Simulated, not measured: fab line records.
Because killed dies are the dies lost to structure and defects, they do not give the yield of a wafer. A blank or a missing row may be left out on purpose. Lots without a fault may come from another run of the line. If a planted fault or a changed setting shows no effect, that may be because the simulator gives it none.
Split-lot experiment + flow n5Finfet + 21 wafers read from 7 lots, route of 1938 steps

== ABOUT THE SPLIT ==
At N5_BEOL_M7_DESCUM_33 (chemistry O2, time 7 s), the setting timeS was moved away from the recipe's 7 s on 8 of the 21 wafers read, by -21.5% to -11.6%. For the rest of the wafers, this setting stayed at what the recipe calls for.

There is no step in the file separating the split from the reading.

== THE READING ==
CAR-EUV_of_BEOL_M7_COAT_22.thkNm (the simulator's own value, which no gauge read), in nm, at N5_BEOL_M7_ETCH_72 (etches underlayer in N2/H2, target depth 6.5 nm, time 5.2 s). No usual value for it is given in the file. Across the 13 wafers here that went through the recipe, the average is 20.3 nm and the standard deviation 0.1 nm.

| wafer  | tool, chamber at the split | timeS as run, s | against the recipe | CAR-EUV_of_BEOL_M7_COAT_22.thkNm, nm | against lot-mates on the recipe |
|--------|----------------------------|-----------------|--------------------|--------------------------------------|---------------------------------|
| L075.2 | rieDiel-04, 3,0,0          | 7               | recipe             | 20.4                                 | -                               |
| L075.4 | rieDiel-04, 3,0,0          | 7               | recipe             | 20.4                                 | -                               |
| L075.6 | rieDiel-04, 3,0,0          | 7               | recipe             | 20.4                                 | -                               |
| L085.2 | rieDiel-02, 2,0            | 6.185           | -11.6%             | 20.6                                 | +0.4                            |
| L085.3 | rieDiel-02, 2,0            | 6.185           | -11.6%             | 20.8                                 | +0.6                            |
| L085.5 | rieDiel-02, 0              | 7               | recipe             | 20.2                                 | -                               |
| L087.1 | rieDiel-03, 3              | 7               | recipe             | 20.4                                 | -                               |
| L087.2 | rieDiel-03, 2,1            | 5.926           | -15.3%             | 21                                   | +0.6                            |
| L087.3 | rieDiel-03, 2,1            | 5.926           | -15.3%             | 21                                   | +0.6                            |
| L092.2 | rieDiel-02, 0,1,0          | 5.496           | -21.5%             | 21.2                                 | no lot-mate on the recipe       |
| L092.5 | rieDiel-02, 0,1,0          | 5.496           | -21.5%             | 21                                   | no lot-mate on the recipe       |
| L092.6 | rieDiel-02, 0,1,0          | 5.496           | -21.5%             | 21.4                                 | no lot-mate on the recipe       |
| L093.1 | rieDiel-04, 2              | 5.706           | -18.5%             | 20.8                                 | +0.6                            |
| L093.4 | rieDiel-04, 0,2            | 7               | recipe             | 20.2                                 | -                               |
| L093.6 | rieDiel-04, 0,2            | 7               | recipe             | 20.2                                 | -                               |
| L097.1 | rieDiel-03, 2,3,1          | 7               | recipe             | 20.4                                 | -                               |
| L097.2 | rieDiel-03, 2,3,1          | 7               | recipe             | 20.4                                 | -                               |
| L097.4 | rieDiel-03, 2,3,1          | 7               | recipe             | 20.4                                 | -                               |
| L094.2 | rieDiel-04, 0,2,3          | 7               | recipe             | 20.2                                 | -                               |
| L094.4 | rieDiel-04, 0,2,3          | 7               | recipe             | 20.2                                 | -                               |
| L094.6 | rieDiel-04, 0,2,3          | 7               | recipe             | 20.2                                 | -                               |
If several chambers appear in one row, that row covers several wafers at once and the file leaves open which wafer was in which chamber.

FIT RESULTS
A straight line over all 21 wafers: CAR-EUV_of_BEOL_M7_COAT_22.thkNm changes by -0.0395 nm for each +1% of timeS; r = -0.94; the points scatter about the line by 0.13 nm.
The same after taking each lot's own level away (the mean of its wafers on the recipe; 18 wafers): -0.0377 nm for each +1%; r = -0.98; scatter 0.048 nm.
That fit puts the effect of the largest move of timeS on the reading at 0.81 nm.
The span of the lots' own levels, 20.20 to 20.40 nm, comes to 2.0 times the standard deviation stated above.
The two slopes are in agreement: the lot-to-lot level therefore moves the slope only a little.
Check: +0.748 nm against its lot-mates is what the line predicts for one of the wafers moved furthest among these (-18.5%) when that wafer is left out of the fit. Against them it came out at +0.6 nm.

== FURTHER SPLITS ON THESE WAFERS ==
Before the reading, these wafers also passed through other splits. Each is held against what the fit with the lots' levels taken away leaves over:
| other split on the same wafers | wafers away from the commonest value | r with CAR-EUV_of_BEOL_M7_COAT_22.thkNm (lot level and that fit taken away) |
|--------------------------------|--------------------------------------|-----------------------------------------------------------------------------|
| N5_BEOL_M3_COAT_73 spinRpm     | 9                                    | -0.01                                                                       |
| N5_BEOL_M4_COAT_67 spinRpm     | 5                                    | +0.02                                                                       |
| N5_BEOL_M4_DESCUM_33 timeS     | 6                                    | -0.45                                                                       |
| N5_BEOL_M5_VIA_ETCH_34 biasW   | 8                                    | +0.19                                                                       |

== FILE'S OWN FIT ==
CAR-EUV_of_BEOL_M7_COAT_22.thkNm changes by -0.0366 nm for each +1% of timeS, r = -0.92.
